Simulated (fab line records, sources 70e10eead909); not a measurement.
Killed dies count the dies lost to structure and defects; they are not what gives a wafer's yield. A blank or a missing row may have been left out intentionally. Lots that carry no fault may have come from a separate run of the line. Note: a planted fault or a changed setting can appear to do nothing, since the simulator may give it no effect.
fab line records -- flow nandHarc
record: lots: 14, wafers: 42, lastDay: 34
route steps=1302 shown A_STAIRCASE@707
lots untouched by any fault: they come from a run of this same line in which no faults occurred
startH: the number of hours between the record's first day and the start of the first shown wafer of the lot -- waitH: hours from the lot's prior step to this one -- " same as the row above -- L1.1+2: a row that stands for several wafers -- - either no value or no given start -- * or withheld: withheld -- < > ~ a bound
route shown NAME@n: a module of which the file shows steps, and the number in the route of the first -- usual: average and standard deviation across the fault-free wafers -- same: alike in all rows -- chamber/n: place in a boat -- sites: each site's reading -- _std_site: the standard deviation of these -- _edge_site: inner sites' mean taken away from outer sites' mean -- radiusMm: how far each site lies from the wafer's centre -- mask NAME#n: copy n -- behind: the most recent tool/chamber to have shaped the wafer -- hold: reason for holding the lot/hours on hold/outcome of the hold -- device: the n, p or np transistor that did not switch -- end of line: tests of these same wafers at the route's end -- for a step that has no rows: nothing shown but its recipe -- killed: not the wafer's yield, but the dies lost to structure and defects at the first sort -- map: shows each die of a wafer: x if killed, . if not, _ if none is there
set.NAME: the setting the step ran with; set.NAME@STEP: the setting that earlier step ran with -- model.NAME: the simulator's own value behind a step, which no gauge read
the route's steps for a sample of lots (tables are steps, rows are wafers)
services: a tool's chamber out of use, with start hour (startH, from the record's first day; less than 0 if before it), hours out, and reason
== steps ==
step: NHARC_A_STAIRCASE_TRIM_193
recipe: timeS: 211.2, o2FlowSccm: 500, arFlowSccm: 0, biasW: 0, chemistry: O2
usual: drypumpMotorCurrentA: 5.69/0.27, oesProductAu: 0.997/0.0091, rfVppV: 57.7/0.95, showerheadPlenumPTorr: 3.48/0.17, throttleValvePct: 17.037/0.0092
lot.wafer,tool,chamber,startH,waitH,drypumpMotorCurrentA,oesProductAu,rfHoursCounterH,rfVppV,showerheadPlenumPTorr,throttleValvePct
L392.2,rieDiel-09,2,-,-,5.86,0.999,6,58.9,3.61,17.025
L392.1,rieDiel-09,3,-,-,5.36,0.989,6,56.1,3.31,17.043
L392.6,rieDiel-09,1,-,-,5.44,0.992,-,57.1,3.64,17.051
L394.1,rieDiel-09,3,-,-,5.34,0.988,15,56.2,3.30,17.035
L394.2,rieDiel-09,1,-,-,5.44,0.979,15,57.9,3.63,17.050
L394.6,rieDiel-09,3,-,-,5.34,0.986,-,57.7,3.30,17.052
L397.4,rieDiel-09,3,-,-,5.34,0.993,32,57.8,3.30,17.038
L397.6,rieDiel-09,1,-,-,5.43,1.000,-,57.7,3.62,17.043
L397.5,rieDiel-09,2,-,-,5.87,0.977,-,57.8,3.60,17.031
L401.3,rieDiel-09,3,-,-,5.36,0.993,53,57.2,3.28,17.027
L401.1,rieDiel-09,0,-,-,5.33,1.009,56,56.7,3.26,17.031
L401.6,rieDiel-09,2,-,-,5.87,1.003,-,57.1,3.59,17.044
L405.1,rieDiel-05,0,-,-,5.57,0.995,23,56.8,3.33,17.038
L405.6,rieDiel-05,1,-,-,5.77,0.985,-,57.5,3.32,17.034
L405.5,rieDiel-05,2,-,-,6.07,0.995,-,58.7,3.59,17.049
L406.2,rieDiel-11,3,-,-,5.68,0.983,21,57.2,3.47,17.027
L406.3,rieDiel-11,1,-,-,5.46,1.001,21,56.6,3.33,17.040
L406.6,rieDiel-11,2,-,-,6.08,1.001,-,58.2,3.80,17.041
L407.3,rieDiel-11,0,-,-,5.93,0.986,23,58.9,3.31,17.029
L407.4,rieDiel-11,1,-,-,5.46,1.003,23,56.5,3.33,17.038
L407.5,rieDiel-11,3,-,-,5.67,0.988,-,57.8,3.46,17.028
L409.1,rieDiel-09,2,-,-,5.86,1.006,9,58.4,3.57,17.033
L409.4,rieDiel-09,3,-,-,5.38,1.019,9,58.3,3.80,17.048
L409.6,rieDiel-09,0,-,-,5.29,0.982,-,57.1,3.80,17.021
L410.4,rieDiel-11,0,-,-,5.96,0.996,33,57.7,3.31,17.047
L410.3,rieDiel-11,1,-,-,5.46,1.007,35,58.3,3.32,17.027
L410.1,rieDiel-11,2,-,-,6.07,1.015,32,58.1,3.79,17.030
L412.2,rieDiel-05,3,-,-,6.03,1.002,40,57.5,3.54,17.038
L412.5,rieDiel-05,0,-,-,5.57,0.999,-,56.6,3.32,17.027
L412.6,rieDiel-05,1,-,-,5.78,0.994,-,57.9,3.31,17.029
L411.3,rieDiel-09,2,-,-,5.85,0.995,17,57.2,3.57,17.028
L411.1,rieDiel-09,3,-,-,5.37,1.016,15,59.2,3.80,17.049
L411.4,rieDiel-09,1,-,-,5.47,1.008,14,58.1,3.60,17.037
L414.4,rieDiel-05,1,-,-,5.79,0.975,50,56.5,3.30,17.038
L414.3,rieDiel-05,0,-,-,5.59,0.995,47,56.5,3.32,17.044
L414.6,rieDiel-05,1,-,-,5.79,0.989,-,57.4,3.30,17.046
L413.2,rieDiel-11,2,-,-,6.07,1.008,43,57.6,3.78,17.026
L413.1,rieDiel-11,0,-,-,5.97,0.995,43,57.3,3.30,17.031
L413.3,rieDiel-11,1,-,-,5.47,1.002,46,56.2,3.31,17.034
L415.4,rieDiel-11,2,-,-,6.07,1.009,50,57.8,3.78,17.054
L415.3,rieDiel-11,3,-,-,5.68,0.990,51,58.7,3.45,17.041
L415.2,rieDiel-11,0,-,-,5.97,0.990,49,58.7,3.30,17.037
step: NHARC_A_STAIRCASE_ETCH_197
recipe: targetDepthA: 1000, timeS: 40.5, ionEnergyEv: 400, c4f8FlowSccm: 20, o2FlowSccm: 10, arFlowSccm: withheld, rfW: 600, biasW: 1000, chemistry: C4F8/O2
usual: oesProductAu: 0.944/0.019, rfVppV: 894/6.1
lot.wafer,tool,chamber,startH,waitH,oesProductAu,rfHoursCounterH,rfVppV
L392.1,rieDiel-11,3,347.11,0.2,0.912,25,895
L392.2,rieDiel-11,2,347.11,0.2,0.931,26,888
L392.6,rieDiel-11,3,347.11,0.2,0.913,-,894
L394.2,rieDiel-09,1,-,-,0.949,15,899
L394.1,rieDiel-09,2,-,-,0.954,13,898
L394.6,rieDiel-09,0,-,-,0.960,-,888
L397.4,rieDiel-09,2,-,-,0.924,32,899
L397.5,rieDiel-09,1,-,-,0.937,-,899
L397.6,rieDiel-09,2,-,-,0.934,-,898
L401.3,rieDiel-09,0,-,-,0.965,56,886
L401.1,rieDiel-09,3,-,-,0.939,53,886
L401.6,rieDiel-09,1,-,-,0.952,-,897
L405.1,rieDiel-11,1,-,-,0.999,15,890
L405.5,rieDiel-11,1,-,-,0.984,-,890
L405.6,rieDiel-11,2,-,-,0.994,-,905
L406.2,rieDiel-05,2,-,-,0.960,24,898
L406.3,rieDiel-05,0,-,-,0.950,28,890
L406.6,rieDiel-05,1,-,-,0.951,-,890
L407.4,rieDiel-05,3,-,-,0.935,25,897
L407.3,rieDiel-05,0,-,-,0.932,30,888
L407.5,rieDiel-05,3,-,-,0.936,-,897
L409.1,rieDiel-05,3,-,-,0.963,32,897
L409.4,rieDiel-05,2,-,-,0.973,31,898
L409.6,rieDiel-05,3,-,-,0.966,-,897
L410.3,rieDiel-09,1,-,-,0.924,7,900
L410.1,rieDiel-09,2,-,-,0.914,10,897
L410.4,rieDiel-09,3,-,-,0.933,10,906
L412.2,rieDiel-05,1,-,-,0.937,45,887
L412.6,rieDiel-05,1,-,-,0.934,-,887
L412.5,rieDiel-05,2,-,-,0.953,-,897
L411.3,rieDiel-09,3,-,-,0.943,15,906
L411.1,rieDiel-09,0,-,-,0.956,12,904
L411.4,rieDiel-09,2,-,-,0.955,17,896
L414.4,rieDiel-11,0,-,-,0.952,43,888
L414.3,rieDiel-11,2,-,-,0.945,43,905
L414.6,rieDiel-11,3,-,-,0.960,-,894
L413.2,rieDiel-11,0,-,-,0.926,43,887
L413.3,rieDiel-11,2,-,-,0.960,44,906
L413.1,rieDiel-11,3,-,-,0.938,43,893
L415.4,rieDiel-11,0,-,-,0.920,49,889
L415.3,rieDiel-11,2,-,-,0.937,51,905
L415.2,rieDiel-11,3,-,-,0.916,51,894
step: NHARC_A_STAIRCASE_TRIM_220
recipe: timeS: 211.2, o2FlowSccm: 500, arFlowSccm: 0, biasW: 0, chemistry: O2
usual: drypumpMotorCurrentA: 5.71/0.27, oesProductAu: 0.998/0.0098, rfVppV: 57.6/0.92, showerheadPlenumPTorr: 3.49/0.18, throttleValvePct: 17.037/0.0087
lot.wafer,tool,chamber,startH,waitH,drypumpMotorCurrentA,oesProductAu,rfHoursCounterH,rfVppV,showerheadPlenumPTorr,throttleValvePct
L392.1,rieDiel-11,3,350.33,0.2,5.69,0.968,26,58.3,3.49,17.039
L392.2,rieDiel-11,1,350.33,0.2,5.50,0.990,28,58.0,3.35,17.026
L392.6,rieDiel-11,1,350.33,0.2,5.48,0.980,-,57.3,3.35,17.034
L394.2,rieDiel-11,1,368.55,0.1,5.49,0.998,34,57.4,3.35,17.039
L394.1,rieDiel-11,2,368.55,0.1,6.07,1.012,33,57.3,3.29,17.025
L394.6,rieDiel-11,2,368.55,0.1,6.07,1.003,-,57.2,3.29,17.045
L397.4,rieDiel-09,1,416.77,0.1,5.45,0.989,37,58.4,3.62,17.020
L397.5,rieDiel-09,1,416.77,0.1,5.45,0.995,-,57.5,3.62,17.033
L397.6,rieDiel-09,2,416.77,0.1,5.83,1.000,-,57.6,3.59,17.031
L401.1,rieDiel-05,0,470.01,0.1,5.57,1.210,18,56.1,3.34,17.036
L401.3,rieDiel-05,1,470.01,0.1,5.78,1.192,18,56.7,3.32,17.047
L401.6,rieDiel-05,1,470.01,0.1,5.78,1.203,-,57.3,3.32,17.038
L405.1,rieDiel-05,2,484.20,0.1,6.10,1.222,19,58.3,3.59,17.032
L405.5,rieDiel-05,0,484.20,0.1,5.57,1.212,-,58.5,3.33,17.036
L405.6,rieDiel-05,1,484.20,0.1,5.80,1.210,-,56.9,3.32,17.032
L406.2,rieDiel-11,0,505.44,0.1,5.97,0.979,22,57.4,3.31,17.030
L406.3,rieDiel-11,1,505.44,0.1,5.48,0.992,22,56.4,3.33,17.040
L406.6,rieDiel-11,1,505.44,0.1,5.49,1.016,-,57.5,3.33,17.035
L407.4,rieDiel-09,1,510.11,0.1,5.44,1.007,1,58.3,3.60,17.035
L407.3,rieDiel-09,0,510.11,0.1,5.31,0.989,1,58.9,3.80,17.042
L407.5,rieDiel-09,2,510.11,0.1,5.83,0.990,-,58.5,3.58,17.043
L409.1,rieDiel-09,2,534.11,0.1,5.84,1.002,9,57.5,3.57,17.042
L409.4,rieDiel-09,3,534.11,0.1,5.35,1.011,9,59.9,3.80,17.032
L409.6,rieDiel-09,1,534.11,0.1,5.45,1.003,-,58.4,3.60,17.037
L410.4,rieDiel-05,0,539.38,0.1,5.58,1.002,38,57.3,3.33,17.044
L410.3,rieDiel-05,2,539.38,0.1,6.12,0.992,32,57.4,3.58,17.041
L410.1,rieDiel-05,3,539.38,0.1,6.06,0.999,33,58.9,3.55,17.045
L412.2,rieDiel-11,2,552.66,0.1,6.09,1.012,40,58.5,3.78,17.023
L412.6,rieDiel-11,2,552.66,0.1,6.09,1.004,-,59.4,3.78,17.043
L412.5,rieDiel-11,3,552.66,0.1,5.69,0.978,-,57.2,3.45,17.047
L411.3,rieDiel-09,1,556.53,3.5,5.46,1.001,19,57.0,3.59,17.049
L411.1,rieDiel-09,2,556.53,3.5,5.91,0.999,20,59.6,3.57,17.045
L411.4,rieDiel-09,3,556.53,3.5,5.38,1.004,18,59.3,3.80,17.027
L414.3,rieDiel-11,2,570.30,0.1,6.06,1.005,44,57.1,3.78,17.049
L414.4,rieDiel-11,0,570.30,0.1,5.98,0.993,44,55.9,3.30,17.045
L414.6,rieDiel-11,2,570.30,0.1,6.06,1.017,-,60.0,3.78,17.035
L413.2,rieDiel-09,3,570.97,0.1,5.37,1.000,23,59.1,3.79,17.033
L413.1,rieDiel-09,0,570.97,0.1,5.30,1.006,22,57.9,3.79,17.033
L413.3,rieDiel-09,1,570.97,0.1,5.46,0.997,22,59.0,3.59,17.042
L415.4,rieDiel-11,1,596.92,0.1,5.48,1.004,53,56.8,3.31,17.042
L415.2,rieDiel-11,3,596.92,0.1,5.69,0.993,51,58.1,3.45,17.036
L415.3,rieDiel-11,0,596.92,0.1,5.95,0.976,49,57.8,3.30,17.038
step: NHARC_A_STAIRCASE_ETCH_223
recipe: targetDepthA: 1000, timeS: 40.5, ionEnergyEv: 400, c4f8FlowSccm: 20, o2FlowSccm: 10, arFlowSccm: withheld, rfW: 600, biasW: 1000, chemistry: C4F8/O2
usual: oesProductAu: 0.939/0.01, rfVppV: 895/6.4
lot.wafer,tool,chamber,startH,waitH,oesProductAu,rfHoursCounterH,rfVppV
L392.2,rieDiel-11,1,-,-,0.941,28,889
L392.1,rieDiel-11,3,-,-,0.916,26,896
L392.6,rieDiel-11,3,-,-,0.924,-,895
L394.1,rieDiel-11,1,-,-,0.931,35,889
L394.2,rieDiel-11,2,-,-,0.932,34,886
L394.6,rieDiel-11,1,-,-,0.922,-,891
L397.4,rieDiel-09,3,-,-,0.952,38,887
L397.5,rieDiel-09,1,-,-,0.943,-,898
L397.6,rieDiel-09,2,-,-,0.938,-,899
L401.1,rieDiel-05,2,-,-,0.951,14,897
L401.3,rieDiel-05,3,-,-,0.939,14,896
L401.6,rieDiel-05,1,-,-,0.937,-,888
L405.1,rieDiel-05,1,-,-,0.945,23,888
L405.5,rieDiel-05,3,-,-,0.943,-,897
L405.6,rieDiel-05,0,-,-,0.948,-,889
L406.3,rieDiel-11,3,-,-,0.944,22,893
L406.2,rieDiel-11,2,-,-,0.950,21,905
L406.6,rieDiel-11,0,-,-,0.935,-,888
L407.3,rieDiel-09,3,-,-,0.948,1,905
L407.4,rieDiel-09,1,-,-,0.951,1,898
L407.5,rieDiel-09,3,-,-,0.952,-,906
L409.1,rieDiel-09,2,-,-,0.932,9,897
L409.4,rieDiel-09,3,-,-,0.931,9,905
L409.6,rieDiel-09,3,-,-,0.938,-,906
L410.1,rieDiel-05,3,-,-,0.930,33,899
L410.4,rieDiel-05,0,-,-,0.935,38,888
L410.3,rieDiel-05,1,-,-,0.939,38,889
L412.2,rieDiel-11,3,-,-,0.937,40,893
L412.6,rieDiel-11,0,-,-,0.934,-,888
L412.5,rieDiel-11,1,-,-,0.960,-,888
L411.1,rieDiel-09,3,-,-,0.944,18,905
L411.4,rieDiel-09,1,-,-,0.936,19,898
L411.3,rieDiel-09,2,-,-,0.933,20,898
L414.4,rieDiel-11,2,-,-,0.945,44,906
L414.3,rieDiel-11,3,-,-,0.930,44,894
L414.6,rieDiel-11,1,-,-,0.955,-,887
L413.3,rieDiel-09,1,-,-,0.940,22,898
L413.1,rieDiel-09,2,-,-,0.924,24,896
L413.2,rieDiel-09,0,-,-,0.945,22,905
L415.4,rieDiel-11,3,-,-,0.934,51,893
L415.3,rieDiel-11,0,-,-,0.933,50,889
L415.2,rieDiel-11,1,-,-,0.931,54,887
== services ==
tool,chamber,startH,hours,kind
rieDiel-09,2,324.89,5.0,repair
rieDiel-11,0,341.40,-,clean
rieDiel-11,1,341.40,-,clean
rieDiel-11,2,341.40,-,clean
rieDiel-11,3,341.40,-,clean
rieDiel-11,1,344.06,5.6,repair
rieDiel-05,3,350.47,4.6,repair
rieDiel-11,0,365.90,-,clean
rieDiel-11,1,365.90,-,clean
rieDiel-11,2,365.90,-,clean
rieDiel-11,3,365.90,-,clean
rieDiel-11,0,392.62,-,clean
rieDiel-11,1,392.62,-,clean
rieDiel-11,2,392.62,-,clean
rieDiel-11,3,395.85,1.2,repair
rieDiel-05,-,406.60,9.0,pm
rieDiel-11,-,435.80,9.0,pm
rieDiel-09,3,478.20,7.3,repair
rieDiel-09,-,498.49,9.0,pm
rieDiel-05,2,514.91,3.0,repair
rieDiel-05,0,554.66,1.3,repair
rieDiel-11,-,555.10,0.7,repair
rieDiel-05,-,583.74,9.0,pm
rieDiel-11,2,584.07,7.0,repair
== key ==
firstSign: step: NHARC_A_STAIRCASE_TRIM_220, reading: oesProductAu, direction: up, sigmas: 22, usual: 0.998, struck: 1.208
effect none on later readings
metAt NHARC_A_STAIRCASE_TRIM_220
struckLots L401,L405
laterRowsLeftOut L401.1,L401.3,L401.6,L405.1,L405.5,L405.6
sortLeftOut L401.1,L401.3,L401.6,L405.1,L405.5,L405.6
testerLeftOut L401,L405
notActingAt NHARC_A_STAIRCASE_TRIM_193,NHARC_A_STAIRCASE_ETCH_197,NHARC_A_STAIRCASE_ETCH_223
fault: kind: processParameterDrift, tool: rieDiel-05, chamber: -, onsetH: 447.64, steps: NHARC_A_STAIRCASE_TRIM_220, channel: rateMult, offset: 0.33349, shape: step, endH: 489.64
testerLeftOut: of these lots the tester's yield and bins aren't shown, on N5 and GAA mostly nor the transistor test; their killed dies are dies lost to structure and defects alone, not to doping, threshold or leakage, so they don't give the yield
sortLeftOut: the simulated sort isn't trusted on such a fault, so these wafers' sort isn't shown, and their yield isn't known
laterRowsLeftOut: the simulator's readings of these wafers behind a module that went badly wrong aren't trusted and aren't shown, but for the sort
